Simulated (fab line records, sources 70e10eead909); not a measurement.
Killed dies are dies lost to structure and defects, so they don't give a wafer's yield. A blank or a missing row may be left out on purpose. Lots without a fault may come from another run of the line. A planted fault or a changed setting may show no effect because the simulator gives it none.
Which tool did it? | flow nand_harc | 23 lots, 69 wafers sampled, at 6 steps of a route of 1159

WHAT THE GAUGES READ, wafer by wafer
The record holds no reading of a measuring or inspecting step that can be judged against a usual standard deviation.

WHICH TOOL RAN EACH LOT (tool, then ch and the chambers of the sampled wafers, then the start)
lot  | NHARC_A_WL_FILL_ALD_00           | NHARC_A_CONTACT_ETCH_50                       | NHARC_A_CONTACT_ETCH_51                       | NHARC_A_CONTACT_ETCH_114             | NHARC_A_CONTACT_ETCH_90            | NHARC_A_CONTACT_DEP_58
L076 | ald_hk-04 ch 1,2, day 15 12:04   | rie_diel-02 ch 0,2,3, day 16 19:55 or earlier | rie_diel-02 ch 0,2,3, day 16 19:55 or earlier | har_cap_etch-01 ch 0,1, day 16 19:55 | rie_diel-02 ch 1,2,3, day 16 21:22 | pecvd-02 ch 0,1,2, day 17 00:48
L075 | ald_hk-04 ch 0,2,3, day 15 12:14 | rie_diel-04 ch 0,2,3, day 16 20:55 or earlier | rie_diel-04 ch 0,1,2, day 16 20:55 or earlier | har_cap_etch-03 ch 0,1, day 16 20:55 | rie_diel-02 ch 0,1,3, day 16 22:20 | pecvd-02 ch 1,2, day 17 01:16
L077 | ald_hk-02 ch 1,2,3, day 15 16:41 | rie_diel-02 ch 1,2, day 17 02:59 or earlier   | rie_diel-02 ch 1,2,3, day 17 02:59 or earlier | har_cap_etch-03 ch 0, day 17 02:59   | rie_diel-02 ch 2,3, day 17 04:25   | pecvd-04 ch 0,1,2, day 17 07:34
L079 | ald_hk-03 ch 0,2,3, day 15 16:42 | rie_diel-08 ch 1,3, day 17 02:38 or earlier   | rie_diel-08 ch 1,2, day 17 02:38 or earlier   | har_cap_etch-02 ch 0,1, day 17 02:38 | rie_diel-02 ch 0,1,2, day 17 04:04 | pecvd-04 ch 0,2, day 17 07:10
L078 | ald_hk-04 ch 0,1,2, day 15 20:16 | rie_diel-02 ch 1,3, day 17 20:34 or earlier   | rie_diel-02 ch 0,3, day 17 20:34 or earlier   | har_cap_etch-03 ch 0,1, day 17 20:34 | rie_diel-02 ch 1,2,3, day 17 21:59 | pecvd-03 ch 0,1,2, day 18 03:51
L082 | ald_hk-02 ch 0,2,3, day 16 13:34 | rie_diel-04 ch 1,3, day 18 04:01 or earlier   | rie_diel-04 ch 1,2,3, day 18 04:01 or earlier | har_cap_etch-01 ch 0,1, day 18 04:01 | rie_diel-02 ch 1,2,3, day 18 05:25 | pecvd-03 ch 0,1,2, day 18 12:15
L081 | ald_hk-02 ch 0,1,3, day 16 13:41 | rie_diel-02 ch 1,3, day 18 02:57 or earlier   | rie_diel-02 ch 1,3, day 18 02:57 or earlier   | har_cap_etch-02 ch 0,1, day 18 02:57 | rie_diel-04 ch 0,2,3, day 18 04:22 | pecvd-02 ch 1,2, day 18 11:38
L080 | ald_hk-04 ch 0,1,3, day 16 20:22 | rie_diel-04 ch 0,1,3, day 18 12:22 or earlier | rie_diel-04 ch 0,1,3, day 18 12:22 or earlier | har_cap_etch-01 ch 0,1, day 18 12:22 | rie_diel-02 ch 0,1,3, day 18 13:49 | pecvd-03 ch 0,2, day 18 17:55
L083 | ald_hk-04 ch 1,3, day 16 23:04   | rie_diel-02 ch 1,3, day 18 18:52 or earlier   | rie_diel-02 ch 0,2, day 18 18:52 or earlier   | har_cap_etch-01 ch 1, day 18 18:52   | rie_diel-08 ch 0,1,2, day 18 20:16 | pecvd-02 ch 1,2, day 18 23:11
L084 | ald_hk-03 ch 0,1,2, day 16 23:04 | rie_diel-02 ch 2,3, day 18 11:22 or earlier   | rie_diel-02 ch 1,2, day 18 11:22 or earlier   | har_cap_etch-02 ch 0,1, day 18 11:22 | rie_diel-02 ch 1,2,3, day 18 12:47 | pecvd-02 ch 0,1, day 18 17:37
L085 | ald_hk-04 ch 1,2, day 17 22:58   | rie_diel-02 ch 0,1,3, day 19 08:53 or earlier | rie_diel-02 ch 0,1, day 19 08:53 or earlier   | har_cap_etch-02 ch 0,1, day 19 08:53 | rie_diel-02 ch 0,1,2, day 19 10:19 | pecvd-04 ch 0,2, day 19 13:22
L087 | ald_hk-03 ch 0,1,3, day 18 01:50 | rie_diel-02 ch 0,2,3, day 19 13:17 or earlier | rie_diel-02 ch 1,3, day 19 13:17 or earlier   | har_cap_etch-03 ch 0,1, day 19 13:17 | rie_diel-08 ch 0,1,2, day 19 15:04 | pecvd-04 ch 0,2, day 19 18:05
L088 | ald_hk-04 ch 1,2,3, day 18 01:53 | rie_diel-04 ch 0,2,3, day 19 09:14 or earlier | rie_diel-04 ch 0,2,3, day 19 09:14 or earlier | har_cap_etch-01 ch 0,1, day 19 09:14 | rie_diel-02 ch 0,1,3, day 19 11:00 | pecvd-03 ch 0,2, day 19 14:10
L086 | ald_hk-04 ch 1,2, day 18 09:52   | rie_diel-04 ch 0,1,3, day 19 23:11 or earlier | rie_diel-04 ch 0,2,3, day 19 23:11 or earlier | har_cap_etch-01 ch 0,1, day 19 23:11 | rie_diel-02 ch 0,2,3, day 20 00:38 | pecvd-02 ch 0,1, day 20 07:10
L089 | ald_hk-04 ch 1,2, day 18 10:00   | rie_diel-02 ch 0,1, day 19 23:20 or earlier   | rie_diel-02 ch 0,1,2, day 19 23:20 or earlier | har_cap_etch-03 ch 0,1, day 19 23:20 | rie_diel-02 ch 0,2, day 20 00:46   | pecvd-03 ch 0,2, day 20 08:53
L090 | ald_hk-04 ch 0,1,2, day 19 01:52 | rie_diel-08 ch 1,2,3, day 20 13:38 or earlier | rie_diel-08 ch 1,3, day 20 13:38 or earlier   | har_cap_etch-03 ch 0,1, day 20 13:38 | rie_diel-02 ch 2,3, day 20 15:04   | pecvd-04 ch 0,1, day 20 21:05
L091 | ald_hk-04 ch 0,1,3, day 19 02:02 | rie_diel-02 ch 0,2,3, day 20 12:49 or earlier | rie_diel-02 ch 0,1,2, day 20 12:49 or earlier | har_cap_etch-01 ch 0,1, day 20 12:49 | rie_diel-02 ch 0,1,2, day 20 14:14 | pecvd-02 ch 0,1,2, day 20 19:04
L093 | ald_hk-04 ch 0,1,2, day 19 02:15 | rie_diel-08 ch 0,3, day 20 17:57 or earlier   | rie_diel-08 ch 0,1,2, day 20 17:57 or earlier | har_cap_etch-01 ch 0,1, day 20 17:57 | rie_diel-02 ch 0,1,3, day 20 19:22 | pecvd-04 ch 0,1,2, day 20 22:52
L092 | ald_hk-03 ch 0,3, day 19 02:23   | rie_diel-02 ch 0,1,2, day 20 16:50 or earlier | rie_diel-02 ch 1,2, day 20 16:50 or earlier   | har_cap_etch-02 ch 0, day 20 16:50   | rie_diel-08 ch 0,2, day 20 18:15   | pecvd-04 ch 0,1,2, day 20 23:17
L094 | ald_hk-04 ch 0,1, day 20 15:13   | rie_diel-04 ch 0,1, day 22 00:28 or earlier   | rie_diel-04 ch 0,1,3, day 22 00:28 or earlier | har_cap_etch-02 ch 0,1, day 22 00:28 | rie_diel-04 ch 1,2,3, day 22 01:53 | pecvd-03 ch 0,2, day 22 04:58
L095 | ald_hk-02 ch 1,2,3, day 20 15:13 | rie_diel-04 ch 0,1,3, day 22 04:37 or earlier | rie_diel-04 ch 0,1,2, day 22 04:37 or earlier | har_cap_etch-01 ch 0,1, day 22 04:37 | rie_diel-04 ch 0,2,3, day 22 06:02 | pecvd-02 ch 0,1,2, day 22 09:14
L097 | ald_hk-03 ch 0,1, day 20 18:28   | rie_diel-08 ch 0,1,3, day 22 09:56 or earlier | rie_diel-08 ch 2,3, day 22 09:56 or earlier   | har_cap_etch-01 ch 0,1, day 22 09:56 | rie_diel-02 ch 0,1,3, day 22 11:30 | pecvd-03 ch 0,2, day 22 16:57
L096 | ald_hk-04 ch 1,2,3, day 20 18:32 | rie_diel-08 ch 0,1,2, day 22 06:58 or earlier | rie_diel-08 ch 0,2,3, day 22 06:58 or earlier | har_cap_etch-03 ch 0,1, day 22 06:58 | rie_diel-04 ch 1,2, day 22 08:22   | pecvd-03 ch 0,1, day 22 13:16
- NHARC_A_WL_FILL_ALD_00: deposits Al2O3, target thk 3 nm, pulse time 3 s, ald cycles 30.
- NHARC_A_CONTACT_ETCH_50: etches the open film in CF4/CHF3, target depth 84.7 nm, time 42.4 s.
- NHARC_A_CONTACT_ETCH_51: etches the open film in O2/COS, target depth 3600 nm, time 936 s.
- NHARC_A_CONTACT_ETCH_114: etches the open film in C4F8/O2/Ar, time 94 s, target depth 922 nm.
- NHARC_A_CONTACT_ETCH_90: etches the open film in CH3F/O2, target depth 40 nm, time 85.7 s.
- NHARC_A_CONTACT_DEP_58: deposits SiON, target thk 60 nm.

WHAT THE TOOLS THEMSELVES READ (means of the sampled wafers that have a number; where no wafer has one, the mark that the record gives instead)
NHARC_A_WL_FILL_ALD_00.
lot  | tool      | heater_power_w (W) | precursor_pulse_height_rel
L076 | ald_hk-04 | 437                | 0.995
L075 | ald_hk-04 | 451                | 1.008
L077 | ald_hk-02 | 468                | 0.996
L079 | ald_hk-03 | 469                | 1.009
L078 | ald_hk-04 | 450                | 0.986
L082 | ald_hk-02 | 461                | 1.005
L081 | ald_hk-02 | 469                | 1.005
L080 | ald_hk-04 | 454                | 1.013
L083 | ald_hk-04 | 450                | 0.994
L084 | ald_hk-03 | 461                | 0.995
L085 | ald_hk-04 | 425                | 1.013
L087 | ald_hk-03 | 475                | 1.015
L088 | ald_hk-04 | 437                | 0.995
L086 | ald_hk-04 | 432                | 1.001
L089 | ald_hk-04 | 423                | 0.998
L090 | ald_hk-04 | 441                | 0.993
L091 | ald_hk-04 | 455                | 0.989
L093 | ald_hk-04 | 441                | 0.999
L092 | ald_hk-03 | 490                | 0.997
L094 | ald_hk-04 | 458                | 1.005
L095 | ald_hk-02 | 462                | 0.989
L097 | ald_hk-03 | 461                | 0.991
L096 | ald_hk-04 | 435                | 1.003

NHARC_A_CONTACT_ETCH_50.
lot  | tool        | drypump_motor_current_A (A) | oes_product_au (a.u.) | rf_fwd_power_W (W) | rf_vpp_V (V) | showerhead_plenum_p_Torr (Torr) | throttle_valve_pct (%)
L076 | rie_diel-02 | 5.6                         | 0.970                 | 492.7              | 371.1        | 1.57                            | 16.798
L075 | rie_diel-04 | 5.8                         | 0.923                 | 493.5              | 371.0        | 1.57                            | 16.800
L077 | rie_diel-02 | 5.7                         | 0.917                 | 493.2              | 371.7        | 1.61                            | 16.804
L079 | rie_diel-08 | 5.9                         | 0.948                 | 490.2              | 372.6        | 1.64                            | 16.795
L078 | rie_diel-02 | 5.4                         | 0.952                 | 491.8              | 372.6        | 1.63                            | 16.812
L082 | rie_diel-04 | 5.7                         | 0.978                 | 492.8              | 370.1        | 1.57                            | 16.805
L081 | rie_diel-02 | 5.4                         | 0.968                 | 492.8              | 372.2        | 1.63                            | 16.800
L080 | rie_diel-04 | 5.6                         | 0.923                 | 492.7              | 370.9        | 1.58                            | 16.798
L083 | rie_diel-02 | 5.2                         | 0.970                 | 492.9              | 371.5        | 1.62                            | 16.797
L084 | rie_diel-02 | 5.5                         | 0.953                 | 489.7              | 371.3        | 1.59                            | 16.793
L085 | rie_diel-02 | 5.4                         | 0.968                 | 494.4              | 371.4        | 1.60                            | 16.791
L087 | rie_diel-02 | 5.6                         | 0.961                 | 494.3              | 370.4        | 1.57                            | 16.811
L088 | rie_diel-04 | 5.8                         | 0.925                 | 494.1              | 370.3        | 1.57                            | 16.794
L086 | rie_diel-04 | 5.7                         | 0.933                 | 493.3              | 370.7        | 1.58                            | 16.803
L089 | rie_diel-02 | 5.5                         | 0.971                 | 492.9              | 372.0        | 1.61                            | 16.796
L090 | rie_diel-08 | 5.8                         | 0.932                 | 492.5              | 373.0        | 1.63                            | 16.794
L091 | rie_diel-02 | 5.6                         | 0.960                 | 492.4              | 371.1        | 1.57                            | 16.803
L093 | rie_diel-08 | 5.9                         | 0.936                 | 491.3              | 372.1        | 1.58                            | 16.806
L092 | rie_diel-02 | 5.7                         | 0.952                 | 492.5              | 370.2        | 1.58                            | 16.799
L094 | rie_diel-04 | 5.6                         | 0.967                 | 494.3              | 371.0        | 1.59                            | 16.792
L095 | rie_diel-04 | 5.6                         | 0.956                 | 494.5              | 371.2        | 1.57                            | 16.804
L097 | rie_diel-08 | 5.7                         | 0.925                 | 489.9              | 371.5        | 1.59                            | 16.801
L096 | rie_diel-08 | 5.5                         | 0.963                 | 491.3              | 371.2        | 1.60                            | 16.803

NHARC_A_CONTACT_ETCH_51.
lot  | tool        | drypump_motor_current_A (A) | oes_product_au (a.u.) | rf_fwd_power_W (W) | rf_vpp_V (V) | showerhead_plenum_p_Torr (Torr) | throttle_valve_pct (%)
L076 | rie_diel-02 | 5.6                         | 0.993                 | 500.5              | 313.8        | 3.12                            | 28.330
L075 | rie_diel-04 | 5.8                         | 0.992                 | 500.4              | 313.8        | 3.16                            | 28.336
L077 | rie_diel-02 | 5.6                         | 0.992                 | 499.4              | 315.5        | 3.16                            | 28.336
L079 | rie_diel-08 | 5.6                         | 1.006                 | 500.2              | 315.9        | 3.27                            | 28.334
L078 | rie_diel-02 | 5.4                         | 1.002                 | 498.7              | 314.5        | 3.14                            | 28.328
L082 | rie_diel-04 | 5.9                         | 1.000                 | 500.0              | 314.1        | 3.13                            | 28.332
L081 | rie_diel-02 | 5.4                         | 1.002                 | 499.6              | 316.0        | 3.23                            | 28.337
L080 | rie_diel-04 | 5.7                         | 0.999                 | 499.7              | 313.9        | 3.14                            | 28.336
L083 | rie_diel-02 | 5.9                         | 1.002                 | 498.0              | 314.3        | 3.07                            | 28.324
L084 | rie_diel-02 | 6.0                         | 1.002                 | 498.7              | 314.4        | 3.12                            | 28.330
L085 | rie_diel-02 | 5.5                         | 0.997                 | 499.8              | 314.5        | 3.20                            | 28.317
L087 | rie_diel-02 | 5.4                         | 0.991                 | 498.7              | 315.9        | 3.22                            | 28.327
L088 | rie_diel-04 | 5.8                         | 1.001                 | 500.4              | 314.5        | 3.10                            | 28.329
L086 | rie_diel-04 | 5.8                         | 1.002                 | 498.2              | 313.5        | 3.10                            | 28.327
L089 | rie_diel-02 | 5.7                         | 1.001                 | 499.2              | 313.6        | 3.13                            | 28.330
L090 | rie_diel-08 | 5.9                         | 1.010                 | 498.5              | 316.5        | 3.24                            | 28.343
L091 | rie_diel-02 | 5.7                         | 1.005                 | 499.1              | 314.3        | 3.13                            | 28.331
L093 | rie_diel-08 | 5.5                         | 1.005                 | 497.6              | 315.3        | 3.18                            | 28.324
L092 | rie_diel-02 | 5.7                         | 1.007                 | 498.0              | 314.3        | 3.17                            | 28.340
L094 | rie_diel-04 | 5.7                         | 0.993                 | 500.9              | 314.6        | 3.12                            | 28.326
L095 | rie_diel-04 | 5.8                         | 0.988                 | 498.9              | 314.6        | 3.13                            | 28.313
L097 | rie_diel-08 | 6.0                         | 0.996                 | 497.6              | 314.6        | 3.21                            | 28.327
L096 | rie_diel-08 | 5.6                         | 1.002                 | 498.3              | 314.4        | 3.16                            | 28.322

NHARC_A_CONTACT_ETCH_90.
lot  | tool        | drypump_motor_current_A (A) | oes_product_au (a.u.) | rf_fwd_power_W (W) | rf_vpp_V (V) | showerhead_plenum_p_Torr (Torr) | throttle_valve_pct (%)
L076 | rie_diel-02 | 5.6                         | 0.92                  | 495.7              | 245.2        | 2.49                            | 20.658
L075 | rie_diel-02 | 5.4                         | 1.00                  | 497.4              | 244.5        | 2.51                            | 20.656
L077 | rie_diel-02 | 5.4                         | 0.92                  | 495.1              | 244.4        | 2.47                            | 20.658
L079 | rie_diel-02 | 5.7                         | 1.00                  | 496.2              | 244.9        | 2.47                            | 20.663
L078 | rie_diel-02 | 5.6                         | 0.95                  | 495.0              | 245.6        | 2.49                            | 20.659
L082 | rie_diel-02 | 5.6                         | 0.99                  | 494.0              | 245.5        | 2.49                            | 20.670
L081 | rie_diel-04 | 5.8                         | 1.00                  | 496.0              | 243.6        | 2.45                            | 20.672
L080 | rie_diel-02 | 5.3                         | 1.00                  | 496.2              | 245.1        | 2.51                            | 20.662
L083 | rie_diel-08 | 5.5                         | 0.93                  | 494.7              | 245.6        | 2.52                            | 20.664
L084 | rie_diel-02 | 5.6                         | 0.93                  | 495.2              | 244.6        | 2.49                            | 20.660
L085 | rie_diel-02 | 5.7                         | 0.93                  | 496.6              | 243.9        | 2.47                            | 20.665
L087 | rie_diel-08 | 5.5                         | 0.93                  | 495.1              | 244.4        | 2.51                            | 20.667
L088 | rie_diel-02 | 5.3                         | 0.99                  | 496.8              | 244.7        | 2.51                            | 20.659
L086 | rie_diel-02 | 5.6                         | 0.99                  | 495.9              | 244.9        | 2.45                            | 20.663
L089 | rie_diel-02 | 5.7                         | 0.92                  | 497.3              | 244.3        | 2.43                            | 20.668
L090 | rie_diel-02 | 5.5                         | 1.01                  | 494.5              | 243.8        | 2.47                            | 20.660
L091 | rie_diel-02 | 5.7                         | 0.93                  | 495.7              | 244.6        | 2.47                            | 20.666
L093 | rie_diel-02 | 5.4                         | 0.99                  | 496.1              | 244.3        | 2.50                            | 20.659
L092 | rie_diel-08 | 5.4                         | 0.93                  | 494.8              | 244.8        | 2.50                            | 20.662
L094 | rie_diel-04 | 5.8                         | 0.93                  | 495.8              | 245.3        | 2.45                            | 20.668
L095 | rie_diel-04 | 5.8                         | 0.92                  | 496.6              | 243.7        | 2.44                            | 20.666
L097 | rie_diel-02 | 5.4                         | 1.00                  | 497.4              | 244.9        | 2.50                            | 20.662
L096 | rie_diel-04 | 6.0                         | 1.00                  | 498.1              | 244.6        | 2.46                            | 20.668

NHARC_A_CONTACT_DEP_58.
lot  | tool     | heater_power_w (W) | rf_fwd_power_W (W)
L076 | pecvd-02 | 718                | 348.0
L075 | pecvd-02 | 889                | 347.9
L077 | pecvd-04 | 774                | 347.2
L079 | pecvd-04 | 863                | 348.6
L078 | pecvd-03 | 734                | 349.8
L082 | pecvd-03 | 743                | 348.9
L081 | pecvd-02 | 795                | 349.8
L080 | pecvd-03 | 810                | 348.6
L083 | pecvd-02 | 753                | 348.4
L084 | pecvd-02 | 636                | 348.3
L085 | pecvd-04 | 830                | 349.1
L087 | pecvd-04 | 788                | 349.6
L088 | pecvd-03 | 742                | 348.9
L086 | pecvd-02 | 690                | 348.9
L089 | pecvd-03 | 810                | 348.0
L090 | pecvd-04 | 829                | 348.3
L091 | pecvd-02 | 704                | 349.4
L093 | pecvd-04 | 761                | 348.3
L092 | pecvd-04 | 741                | 349.6
L094 | pecvd-03 | 703                | 348.2
L095 | pecvd-02 | 765                | 349.8
L097 | pecvd-03 | 690                | 347.1
L096 | pecvd-03 | 742                | 348.6

THE ANSWER, worked out from the rows above alone
Rule: what is usual is taken from the lots themselves. Put in order of their means at a reading, lots are off if they are a third of the lots or fewer, leave a main group of 4 or more, and stand apart from it by a gap of 3 or more times the standard deviation of the main group's means; of several such gaps the widest counts. A main group whose means are all the same, to the digits that the tables above print for the reading, isn't used. A lot without any number at a reading at which 4 lots or more have one is off too. The other lots that the step has rows for count as sound. The gauges are gone through in route order, then the tools' own readings, and for those a lot's mean is taken as printed above. The first step at which some lot is off is used, and at that step the reading that is off furthest; a lot without a number counts as furthest.
No lot is off at any reading shown: from this, nothing can be told.

WHAT THE SIMULATOR HAD PUT IN
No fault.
